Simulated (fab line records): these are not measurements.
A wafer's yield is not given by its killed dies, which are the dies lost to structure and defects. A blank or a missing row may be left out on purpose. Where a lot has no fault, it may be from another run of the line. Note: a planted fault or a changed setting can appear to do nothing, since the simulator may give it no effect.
fab line records | flow nand-harc
[record] lots = 12 | wafers = 36 | last-day = 33
route steps=1302 shown A_STAIRCASE@744 END@1302
lots that met no fault: from a run of the same line without faults
start-h: hours from the record's first day to the start of the lot's first wafer shown | wait-h: hours elapsed since this lot's preceding step | " the same as in the row above | L1.1+2: a single row standing in for several wafers | - value missing, or start not given | * or withheld: withheld | < > ~ a bound
route shown NAME@n: NAME is a module with steps in the file, n the number in the route of the first one | usual: average and standard deviation across the fault-free wafers | same: alike in all rows | chamber/n: place in a boat | sites: the reading at each site | _std_site: standard deviation of those values | _edge_site: mean of outer sites minus mean of inner sites | radius-mm: how far each site lies from the wafer's centre | mask NAME#n: copy n | behind: tool/chamber where the wafer was last shaped | hold: why the lot was held/for how many hours/how that ended | device: the transistor (n, p or np) that didn't switch | end of line: at the end of the route, the tests of the same wafers | for a step that has no rows: nothing shown but its recipe | killed: dies lost to structure and defects at the first sort, not the wafer's yield | map: a wafer's dies, marking killed ones x, the rest . and places with no die _
set.NAME: setting as actually run; set.NAME@STEP: the setting as run at that earlier step | model.NAME: the simulator's own value behind a step, which no gauge read
the route's steps for a sample of lots (tables are steps, rows are wafers)
services: when a tool's chamber went out of use (start-h, in hours from the record's first day, below 0 if earlier), for how many hours, and the reason
[[steps]]
[step NHARC_A_STAIRCASE_ETCH_230]
[recipe] target-depth-a = 1000 | time-s = 40.5 | ion-energy-ev = 400 | c4f8-flow-sccm = 20 | o2-flow-sccm = 10 | ar-flow-sccm = withheld | rf-w = 600 | bias-w = 1000 | chemistry = C4F8/O2
[usual] oes-product-au = 0.951/0.016 | rf-vpp-V = 898/5.1
lot.wafer | tool        | chamber | start-h | wait-h | oes-product-au | rf-hours-counter-h | rf-vpp-V
L988.1    | rie-diel-01 | 3       | -       | -      | 0.939          | 52                 | 899
L988.3    | "           | 0       | "       | "      | 0.955          | 45                 | 905
L988.5    | "           | 2       | "       | "      | 0.968          | -                  | 894
L990.1    | rie-diel-04 | 3       | -       | -      | 0.956          | 6                  | 903
L990.4    | "           | 0       | "       | "      | 0.952          | 4                  | 898
L990.3    | "           | 2       | "       | "      | 0.977          | 6                  | 892
L991.2    | rie-diel-04 | 0       | -       | -      | 0.944          | 11                 | 897
L991.5    | "           | 1       | "       | "      | 0.956          | -                  | 890
L991.6    | "           | 2       | "       | "      | 0.936          | -                  | 892
L992.1    | rie-diel-01 | 2       | -       | -      | 0.955          | 4                  | 894
L992.3    | "           | 0       | "       | "      | 0.986          | 3                  | 905
L992.2    | "           | 1       | "       | "      | 0.957          | 3                  | 900
L993.4    | rie-diel-13 | 0       | -       | -      | 0.955          | 22                 | 904
L993.1    | "           | 2       | "       | "      | 0.924          | 27                 | 892
L993.6    | "           | 3       | "       | "      | 0.955          | -                  | 905
L998.2    | rie-diel-01 | 3       | -       | -      | 0.946          | 25                 | 897
L998.4    | "           | 0       | "       | "      | 0.950          | 24                 | 904
L998.1    | "           | 1       | "       | "      | 0.934          | 22                 | 901
L104.2    | rie-diel-04 | 3       | -       | -      | 0.959          | 43                 | 904
L104.1    | "           | 1       | "       | "      | 0.968          | 54                 | 890
L104.5    | "           | 2       | "       | "      | 0.932          | -                  | 891
L103.4    | rie-diel-04 | 1       | -       | -      | 0.992          | 54                 | 890
L103.1    | "           | 2       | "       | "      | 0.960          | 49                 | 892
L103.6    | "           | 0       | "       | "      | 0.956          | -                  | 894
L106.3    | rie-diel-04 | 2       | -       | -      | 0.978          | 1                  | 890
L106.1    | "           | 3       | "       | "      | 0.994          | 1                  | 904
L106.6    | "           | 3       | "       | "      | 0.999          | -                  | 903
L108.1    | rie-diel-04 | 2       | -       | -      | 0.955          | 5                  | 892
L108.5    | "           | 2       | "       | "      | 0.956          | -                  | 893
L108.6    | "           | 3       | "       | "      | 0.954          | -                  | 902
L110.4    | rie-diel-01 | 0       | -       | -      | 0.919          | 6                  | 904
L110.3    | "           | 2       | "       | "      | 0.930          | 8                  | 893
L110.6    | "           | 0       | "       | "      | 0.911          | -                  | 903
L111.4    | rie-diel-01 | 0       | -       | -      | 0.936          | 6                  | 902
L111.1    | "           | 3       | "       | "      | 0.944          | 6                  | 896
L111.5    | "           | 0       | "       | "      | 0.942          | -                  | 900
[step NHARC_A_STAIRCASE_TRIM_233]
[recipe] time-s = 211.2 | o2-flow-sccm = 500 | ar-flow-sccm = 0 | bias-w = 0 | chemistry = O2
[usual] drypump-motor-current-A = 5.8/0.45 | oes-product-au = 1.002/0.011 | rf-vpp-V = 57.8/0.92 | showerhead-plenum-p-Torr = 3.56/0.14 | throttle-valve-pct = 17.035/0.0087
lot.wafer | tool        | chamber | start-h | wait-h | drypump-motor-current-A | oes-product-au | rf-hours-counter-h | rf-vpp-V | showerhead-plenum-p-Torr | throttle-valve-pct
L988.1    | rie-diel-01 | 0       | -       | -      | 5.1                     | 1.003          | 45                 | 58.6     | 3.75                     | 17.036
L988.3    | "           | 1       | "       | "      | 5.7                     | 1.000          | 53                 | 56.6     | 3.62                     | 17.046
L988.5    | "           | 0       | "       | "      | 5.1                     | 1.013          | -                  | 57.2     | 3.75                     | 17.041
L990.1    | rie-diel-04 | 2       | -       | -      | 5.6                     | 1.009          | 6                  | 56.9     | 3.42                     | 17.035
L990.3    | "           | 3       | "       | "      | 6.2                     | 0.990          | 6                  | 59.2     | 3.77                     | 17.022
L990.4    | "           | 1       | "       | "      | 6.1                     | 1.008          | 5                  | 57.3     | 3.39                     | 17.042
L991.2    | rie-diel-04 | 1       | -       | -      | 6.1                     | 1.015          | 11                 | 57.8     | 3.38                     | 17.025
L991.5    | "           | 1       | "       | "      | 6.1                     | 1.007          | -                  | 58.7     | 3.38                     | 17.033
L991.6    | "           | 2       | "       | "      | 5.5                     | 1.002          | -                  | 57.9     | 3.42                     | 17.025
L992.2    | rie-diel-01 | 3       | -       | -      | 5.3                     | 1.006          | 4                  | 56.4     | 3.58                     | 17.045
L992.1    | "           | 0       | "       | "      | 5.1                     | 1.015          | 3                  | 58.7     | 3.74                     | 17.029
L992.3    | "           | 1       | "       | "      | 5.7                     | 1.006          | 3                  | 59.6     | 3.62                     | 17.042
L993.1    | rie-diel-13 | 0       | -       | -      | 6.0                     | 1.004          | 22                 | 58.7     | 3.73                     | 17.027
L993.4    | "           | 1       | "       | "      | 6.5                     | 1.013          | 22                 | 58.3     | 3.80                     | 17.036
L993.6    | "           | 3       | "       | "      | 5.9                     | 1.001          | -                  | 57.7     | 3.79                     | 17.027
L998.2    | rie-diel-01 | 2       | -       | -      | 6.5                     | 1.003          | 24                 | 56.4     | 3.45                     | 17.050
L998.1    | "           | 3       | "       | "      | 5.3                     | 1.008          | 26                 | 58.7     | 3.57                     | 17.046
L998.4    | "           | 0       | "       | "      | 5.1                     | 1.015          | 24                 | 56.7     | 3.73                     | 17.030
L104.1    | rie-diel-04 | 1       | -       | -      | 6.1                     | 1.030          | 54                 | 56.5     | 3.36                     | 17.034
L104.2    | "           | 2       | "       | "      | 5.6                     | 1.002          | 49                 | 58.0     | 3.40                     | 17.051
L104.5    | "           | 0       | "       | "      | 5.5                     | 0.981          | -                  | 58.3     | 3.54                     | 17.027
L103.1    | rie-diel-04 | 3       | -       | -      | 6.2                     | 1.007          | 44                 | 58.3     | 3.75                     | 17.032
L103.4    | "           | 0       | "       | "      | 5.6                     | 0.981          | 51                 | 59.1     | 3.54                     | 17.045
L103.6    | "           | 2       | "       | "      | 5.6                     | 1.003          | -                  | 57.4     | 3.40                     | 17.039
L106.3    | rie-diel-04 | 2       | -       | -      | 5.6                     | 1.005          | 1                  | 57.6     | 3.40                     | 17.031
L106.1    | "           | 3       | "       | "      | 6.2                     | 1.012          | 1                  | 56.6     | 3.75                     | 17.044
L106.6    | "           | 2       | "       | "      | 5.6                     | 1.006          | -                  | 57.3     | 3.40                     | 17.022
L108.1    | rie-diel-04 | 0       | -       | -      | 5.5                     | 1.015          | 5                  | 57.9     | 3.53                     | 17.043
L108.6    | "           | 1       | "       | "      | 6.1                     | 1.003          | -                  | 56.4     | 3.36                     | 17.038
L108.5    | "           | 2       | "       | "      | 5.6                     | 1.003          | -                  | 56.1     | 3.40                     | 17.045
L110.3    | rie-diel-01 | 0       | -       | -      | 5.1                     | 0.984          | 6                  | 59.2     | 3.71                     | 17.027
L110.4    | "           | 3       | "       | "      | 5.3                     | 0.995          | 6                  | 58.8     | 3.55                     | 17.040
L110.6    | "           | 1       | "       | "      | 5.7                     | 0.990          | -                  | 59.3     | 3.59                     | 17.028
L111.1    | rie-diel-01 | 1       | -       | -      | 5.7                     | 0.996          | 8                  | 58.5     | 3.59                     | 17.047
L111.4    | "           | 2       | "       | "      | 6.5                     | 1.002          | 8                  | 56.8     | 3.43                     | 17.029
L111.5    | "           | 1       | "       | "      | 5.7                     | 0.995          | -                  | 58.4     | 3.59                     | 17.049
[step NHARC_A_STAIRCASE_ETCH_234]
[recipe] target-depth-a = 1000 | time-s = 40.5 | ion-energy-ev = 400 | c4f8-flow-sccm = 20 | o2-flow-sccm = 10 | ar-flow-sccm = withheld | rf-w = 600 | bias-w = 1000 | chemistry = C4F8/O2
[usual] oes-product-au = 0.946/0.013 | rf-vpp-V = 898/5.2
lot.wafer | tool        | chamber | start-h | wait-h | oes-product-au | rf-hours-counter-h | rf-vpp-V
L988.1    | rie-diel-01 | 2       | 360.63  | -      | 0.971          | 51                 | 894
L988.3    | "           | 0       | "       | "      | 0.947          | 45                 | 904
L988.5    | "           | 2       | "       | "      | 0.969          | -                  | 893
L990.3    | rie-diel-04 | 0       | 382.85  | -      | 0.951          | 4                  | 898
L990.1    | "           | 1       | "       | "      | 0.971          | 5                  | 892
L990.4    | "           | 3       | "       | "      | 0.948          | 6                  | 904
L991.2    | rie-diel-04 | 1       | 395.66  | -      | 0.952          | 12                 | 891
L991.6    | "           | 3       | "       | "      | 0.952          | -                  | 904
L991.5    | "           | 0       | "       | "      | 0.944          | -                  | 896
L992.2    | rie-diel-01 | 1       | 401.98  | -      | 0.956          | 3                  | 898
L992.1    | "           | 3       | "       | "      | 0.935          | 4                  | 898
L992.3    | "           | 0       | "       | "      | 0.972          | 3                  | 905
L993.4    | rie-diel-13 | 2       | 417.40  | -      | 0.938          | 27                 | 890
L993.1    | "           | 3       | "       | "      | 0.939          | 27                 | 905
L993.6    | "           | 1       | "       | "      | 0.950          | -                  | 905
L998.4    | rie-diel-01 | 0       | 463.83  | -      | 0.962          | 24                 | 902
L998.2    | "           | 1       | "       | "      | 0.942          | 23                 | 898
L998.1    | "           | 2       | "       | "      | 0.940          | 24                 | 893
L104.1    | rie-diel-04 | 2       | 522.28  | -      | 0.960          | 49                 | 892
L104.2    | "           | 3       | "       | "      | 0.956          | 44                 | 904
L104.5    | "           | 2       | "       | "      | 0.945          | -                  | 891
L103.4    | rie-diel-04 | 1       | 523.57  | -      | 0.960          | 55                 | 890
L103.1    | "           | 3       | "       | "      | 1.110          | 44                 | 905
L103.6    | "           | 0       | "       | "      | 0.935          | -                  | 897
L106.1    | rie-diel-04 | 3       | 549.56  | -      | 1.104          | 1                  | 903
L106.3    | "           | 0       | "       | "      | 1.097          | 1                  | 895
L106.6    | "           | 0       | "       | "      | 0.957          | -                  | 896
L108.1    | rie-diel-04 | 1       | 565.80  | -      | 1.075          | 5                  | 891
L108.5    | "           | 1       | "       | "      | 0.940          | -                  | 890
L108.6    | "           | 2       | "       | "      | 0.948          | -                  | 890
L110.3    | rie-diel-01 | 1       | 587.05  | -      | 0.933          | 8                  | 899
L110.4    | "           | 2       | "       | "      | 0.927          | 8                  | 892
L110.6    | "           | 1       | "       | "      | 0.941          | -                  | 898
L111.4    | rie-diel-01 | 1       | 587.39  | -      | 0.933          | 8                  | 898
L111.1    | "           | 0       | "       | "      | 0.935          | 6                  | 902
L111.5    | "           | 1       | "       | "      | 0.926          | -                  | 897
[step NHARC_A_STAIRCASE_TRIM_235]
[recipe] time-s = 211.2 | o2-flow-sccm = 500 | ar-flow-sccm = 0 | bias-w = 0 | chemistry = O2
[usual] drypump-motor-current-A = 5.8/0.46 | oes-product-au = 1.001/0.011 | rf-vpp-V = 57.9/0.92 | showerhead-plenum-p-Torr = 3.57/0.14 | throttle-valve-pct = 17.036/0.0086
lot.wafer | tool        | chamber | start-h | wait-h | drypump-motor-current-A | oes-product-au | rf-hours-counter-h | rf-vpp-V | showerhead-plenum-p-Torr | throttle-valve-pct
L988.3    | rie-diel-01 | 0       | -       | -      | 5.1                     | 1.002          | 45                 | 57.9     | 3.75                     | 17.045
L988.1    | "           | 1       | "       | "      | 5.7                     | 0.995          | 53                 | 58.6     | 3.62                     | 17.026
L988.5    | "           | 3       | "       | "      | 5.3                     | 1.006          | -                  | 57.9     | 3.59                     | 17.019
L990.4    | rie-diel-04 | 3       | -       | -      | 6.2                     | 1.002          | 6                  | 59.6     | 3.77                     | 17.040
L990.1    | "           | 1       | "       | "      | 6.1                     | 1.006          | 5                  | 56.8     | 3.39                     | 17.035
L990.3    | "           | 2       | "       | "      | 5.6                     | 1.001          | 7                  | 57.4     | 3.42                     | 17.040
L991.2    | rie-diel-04 | 1       | -       | -      | 6.1                     | 1.028          | 12                 | 56.8     | 3.38                     | 17.038
L991.6    | "           | 1       | "       | "      | 6.1                     | 1.008          | -                  | 57.4     | 3.38                     | 17.029
L991.5    | "           | 2       | "       | "      | 5.6                     | 1.003          | -                  | 57.9     | 3.42                     | 17.051
L992.1    | rie-diel-01 | 2       | -       | -      | 6.5                     | 1.001          | 4                  | 56.8     | 3.46                     | 17.052
L992.3    | "           | 3       | "       | "      | 5.4                     | 0.997          | 5                  | 58.0     | 3.58                     | 17.027
L992.2    | "           | 0       | "       | "      | 5.1                     | 1.012          | 3                  | 58.5     | 3.74                     | 17.040
L993.1    | rie-diel-13 | 3       | -       | -      | 5.9                     | 0.996          | 27                 | 58.7     | 3.79                     | 17.036
L993.4    | "           | 0       | "       | "      | 5.9                     | 1.004          | 22                 | 59.4     | 3.73                     | 17.036
L993.6    | "           | 3       | "       | "      | 5.9                     | 0.991          | -                  | 58.8     | 3.79                     | 17.036
L998.2    | rie-diel-01 | 3       | -       | -      | 5.3                     | 1.005          | 26                 | 58.0     | 3.57                     | 17.032
L998.1    | "           | 0       | "       | "      | 5.1                     | 1.005          | 24                 | 58.7     | 3.73                     | 17.033
L998.4    | "           | 1       | "       | "      | 5.7                     | 0.994          | 23                 | 56.2     | 3.61                     | 17.026
L104.1    | rie-diel-04 | 3       | -       | -      | 6.2                     | 0.998          | 44                 | 59.1     | 3.75                     | 17.050
L104.2    | "           | 0       | "       | "      | 5.5                     | 0.975          | 51                 | 57.9     | 3.54                     | 17.037
L104.5    | "           | 2       | "       | "      | 5.6                     | 0.990          | -                  | 56.7     | 3.40                     | 17.040
L103.1    | rie-diel-04 | 1       | -       | -      | 6.1                     | 1.021          | 55                 | 58.5     | 3.36                     | 17.025
L103.6    | "           | 0       | "       | "      | 5.5                     | 0.975          | -                  | 58.8     | 3.54                     | 17.049
L103.4    | "           | 1       | "       | "      | 6.1                     | 1.019          | -                  | 57.3     | 3.36                     | 17.053
L106.1    | rie-diel-04 | 1       | -       | -      | 6.1                     | 1.001          | 1                  | 57.6     | 3.36                     | 17.029
L106.3    | "           | 2       | "       | "      | 5.6                     | 1.009          | 1                  | 58.7     | 3.40                     | 17.053
L106.6    | "           | 0       | "       | "      | 5.5                     | 1.007          | -                  | 57.8     | 3.53                     | 17.017
L108.1    | rie-diel-04 | 1       | -       | -      | 6.1                     | 1.007          | 5                  | 57.8     | 3.36                     | 17.036
L108.6    | "           | 2       | "       | "      | 5.6                     | 1.008          | -                  | 56.3     | 3.39                     | 17.040
L108.5    | "           | 3       | "       | "      | 6.2                     | 1.000          | -                  | 59.0     | 3.74                     | 17.034
L110.4    | rie-diel-01 | 3       | -       | -      | 5.4                     | 0.983          | 6                  | 58.6     | 3.55                     | 17.042
L110.3    | "           | 0       | "       | "      | 5.1                     | 0.987          | 6                  | 59.0     | 3.71                     | 17.030
L110.6    | "           | 3       | "       | "      | 5.3                     | 0.995          | -                  | 57.2     | 3.55                     | 17.037
L111.4    | rie-diel-01 | 2       | -       | -      | 6.6                     | 1.016          | 8                  | 57.7     | 3.43                     | 17.045
L111.1    | "           | 0       | "       | "      | 5.1                     | 0.991          | 6                  | 57.8     | 3.71                     | 17.033
L111.5    | "           | 3       | "       | "      | 5.4                     | 1.008          | -                  | 57.4     | 3.55                     | 17.036
[step NHARC_END_SORT_01]
[recipe] temp-c = 25
[usual] killed-at-array = 56/20 | killed-at-other = 0.9/1.1 | killed-at-periphery = 3.7/3 | killed-dies = 61/21 | killed-open = 2.9/1.6 | killed-short = 2.6/1.4
[same] gross-dies = 677
lot.wafer | tool      | chamber | start-h | wait-h | killed-at-array | killed-at-other | killed-at-periphery | killed-dies | killed-open | killed-short
L103.1    | prober-02 | 0       | 724.84  | 2.5    | 162             | 0               | 4                   | 166         | 2           | 3
L103.4    | prober-02 | 0       | 727.21  | 3.4    | 49              | 0               | 2                   | 51          | 2           | 3
L103.6    | prober-02 | 0       | 728.79  | 4.0    | 40              | 0               | 2                   | 42          | 2           | 3
L106.1    | prober-02 | 0       | 737.30  | 2.5    | 146             | 0               | 11                  | 157         | 5           | 2
L106.3    | prober-02 | 0       | 738.88  | 3.1    | 231             | 0               | 9                   | 240         | 3           | 4
L106.6    | prober-02 | 0       | 741.25  | 4.0    | 22              | 0               | 6                   | 28          | 8           | 1
L108.1    | prober-01 | 0       | 769.51  | 2.4    | 149             | 0               | 11                  | 160         | 5           | 2
L108.5    | prober-01 | 0       | 772.71  | 3.7    | 34              | 0               | 14                  | 48          | 4           | 1
L108.6    | prober-01 | 0       | 773.51  | 4.0    | 22              | 0               | 8                   | 30          | 3           | 1
// killed by level:class
L103.1 A_STAIRCASE:area-etch=119 A_CHANNEL_HOLE_D1:chamber-film-flake=27 A_SLIT:chamber-film-flake=5 A_STAIRCASE:chamber-film-flake=3 P_STI:chamber-film-flake=2 P_GATE:chamber-film-flake=2 A_DECK1_JOINT:geometric-particle:open=1 A_DECK1_JOINT:geometric-particle:short=1
L103.4 A_CHANNEL_HOLE_D1:chamber-film-flake=34 A_SLIT:chamber-film-flake=4 A_STAIRCASE:chamber-film-flake=3 A_WL_FILL:chamber-film-flake=2 A_ONON_D1:geometric-particle:open=1 A_CHANNEL_FILL_D1:geometric-particle:short=1 A_CHANNEL_FILL_D1:geometric-particle:open=1 A_DECK1_JOINT:geometric-particle:short=1
L103.6 A_CHANNEL_HOLE_D1:chamber-film-flake=21 A_STAIRCASE:chamber-film-flake=6 A_DECK1_JOINT:chamber-film-flake=2 A_CHANNEL_HOLE_D2:geometric-particle:short=1 A_DECK1_JOINT:geometric-particle:short=1 A_DECK1_JOINT:geometric-particle:open=1 A_CHANNEL_HOLE_D2:geometric-particle:open=1 A_CHANNEL_FILL_D2:geometric-particle:short=1
L106.1 A_STAIRCASE:area-etch=121 A_CHANNEL_HOLE_D1:chamber-film-flake=14 A_SLIT:chamber-film-flake=5 P_M1:geometric-particle:open=3 P_M1:chamber-film-flake=3 P_GATE:chamber-film-flake=2 P_M0:geometric-particle:short=1 A_ONON_D1:geometric-particle:open=1
L106.3 A_STAIRCASE:area-etch=198 A_CHANNEL_HOLE_D1:chamber-film-flake=14 A_SLIT:chamber-film-flake=7 P_GATE:chamber-film-flake=6 A_ONON_D1:geometric-particle:short=2 A_STAIRCASE:chamber-film-flake=2 A_CONTACT:chamber-film-flake=2 P_GATE:geometric-particle:open=1
L106.6 A_CHANNEL_HOLE_D1:chamber-film-flake=8 P_GATE:chamber-film-flake=4 A_ONON_D1:geometric-particle:open=2 A_SLIT:chamber-film-flake=2 P_GATE:geometric-particle:open=1 A_CHANNEL_FILL_D1:geometric-particle:open=1 A_CHANNEL_FILL_D1:geometric-particle:short=1 A_DECK1_JOINT:geometric-particle:open=1
L108.1 A_STAIRCASE:area-etch=112 A_CHANNEL_HOLE_D1:chamber-film-flake=15 A_CONTACT:chamber-film-flake=9 P_M2:chamber-film-flake=5 P_CONTACT:chamber-film-flake=4 A_SLIT:chamber-film-flake=3 A_DECK1_JOINT:geometric-particle:open=2 A_WL_FILL:chamber-film-flake=2
L108.5 A_CHANNEL_HOLE_D1:chamber-film-flake=14 A_SLIT:chamber-film-flake=10 P_CONTACT:chamber-film-flake=8 A_CONTACT:chamber-film-flake=4 P_GATE:chamber-film-flake=3 A_CHANNEL_HOLE_D1:geometric-particle:open=2 A_DECK1_JOINT:geometric-particle:short=1 A_CONTACT:geometric-particle:open=1
L108.6 A_CHANNEL_HOLE_D1:chamber-film-flake=7 A_CONTACT:chamber-film-flake=5 P_M2:chamber-film-flake=4 P_CONTACT:chamber-film-flake=3 A_SLIT:chamber-film-flake=3 A_CHANNEL_FILL_D2:chamber-film-flake=2 A_M0:geometric-particle:open=2 A_WL_FILL:chamber-film-flake=2
[[services]]
tool        | chamber | start-h | hours | kind
rie-diel-13 | -       | 342.00  | 9.0   | pm
rie-diel-01 | 0       | 343.32  | 14.5  | repair
rie-diel-04 | -       | 354.90  | 9.0   | pm
rie-diel-04 | 0       | 354.90  | 9.0   | vent-cycle
rie-diel-04 | 1       | 354.90  | 9.0   | vent-cycle
rie-diel-04 | 2       | 354.90  | 9.0   | vent-cycle
rie-diel-04 | 3       | 354.90  | 9.0   | vent-cycle
rie-diel-04 | 0       | 363.90  | -     | clean
rie-diel-04 | 1       | 363.90  | -     | clean
rie-diel-04 | 2       | 363.90  | -     | clean
rie-diel-04 | 2       | 363.90  | -     | consumable-replace:focus-ring
rie-diel-04 | 3       | 363.90  | -     | clean
rie-diel-04 | 3       | 363.90  | -     | consumable-replace:focus-ring
rie-diel-01 | -       | 382.24  | 9.0   | pm
rie-diel-04 | 0       | 388.40  | -     | clean
rie-diel-04 | 1       | 388.40  | -     | clean
rie-diel-04 | 2       | 388.40  | -     | clean
rie-diel-04 | -       | 448.83  | 3.5   | repair
rie-diel-04 | 3       | 482.35  | 7.4   | repair
rie-diel-04 | 3       | 500.76  | 14.2  | repair
rie-diel-04 | 2       | 501.11  | 10.8  | repair
rie-diel-04 | -       | 533.65  | 9.0   | pm
rie-diel-13 | 3       | 543.83  | 9.8   | repair
rie-diel-01 | -       | 559.24  | 9.0   | pm
[[key]]
[first-sign] step = NHARC_A_STAIRCASE_ETCH_234 | reading = oes-product-au | direction = up | sigmas = 11 | usual = 0.946 | struck = 1.096
[effect] step = NHARC_END_SORT_01 | reading = killed-dies | direction = up | sigmas = 5.8 | usual = 61 | struck = 181
[more-kills-born-at] NHARC_A_STAIRCASE_ETCH_234@rie-diel-04 = 550
met-at NHARC_A_STAIRCASE_ETCH_234
struck-lots L103,L106,L108
struck-wafers L103.1,L106.1,L106.3,L108.1
tester-left-out L103,L106,L108
not-acting-at NHARC_A_STAIRCASE_ETCH_230,NHARC_A_STAIRCASE_TRIM_233,NHARC_A_STAIRCASE_TRIM_235
onset-between 522.28 523.57
[fault] kind = process-parameter-drift | tool = rie-diel-04 | chamber = - | onset-h = 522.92 | steps = NHARC_A_STAIRCASE_ETCH_234 | channel = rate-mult | offset = 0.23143 | shape = step | end-h = 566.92 | scope = struck-wafers-only
// tester-left-out: of these lots the tester's yield and bins aren't shown, on N5 and GAA mostly nor the transistor test; their killed dies are dies lost to structure and defects alone, not to doping, threshold or leakage, so they don't give the yield
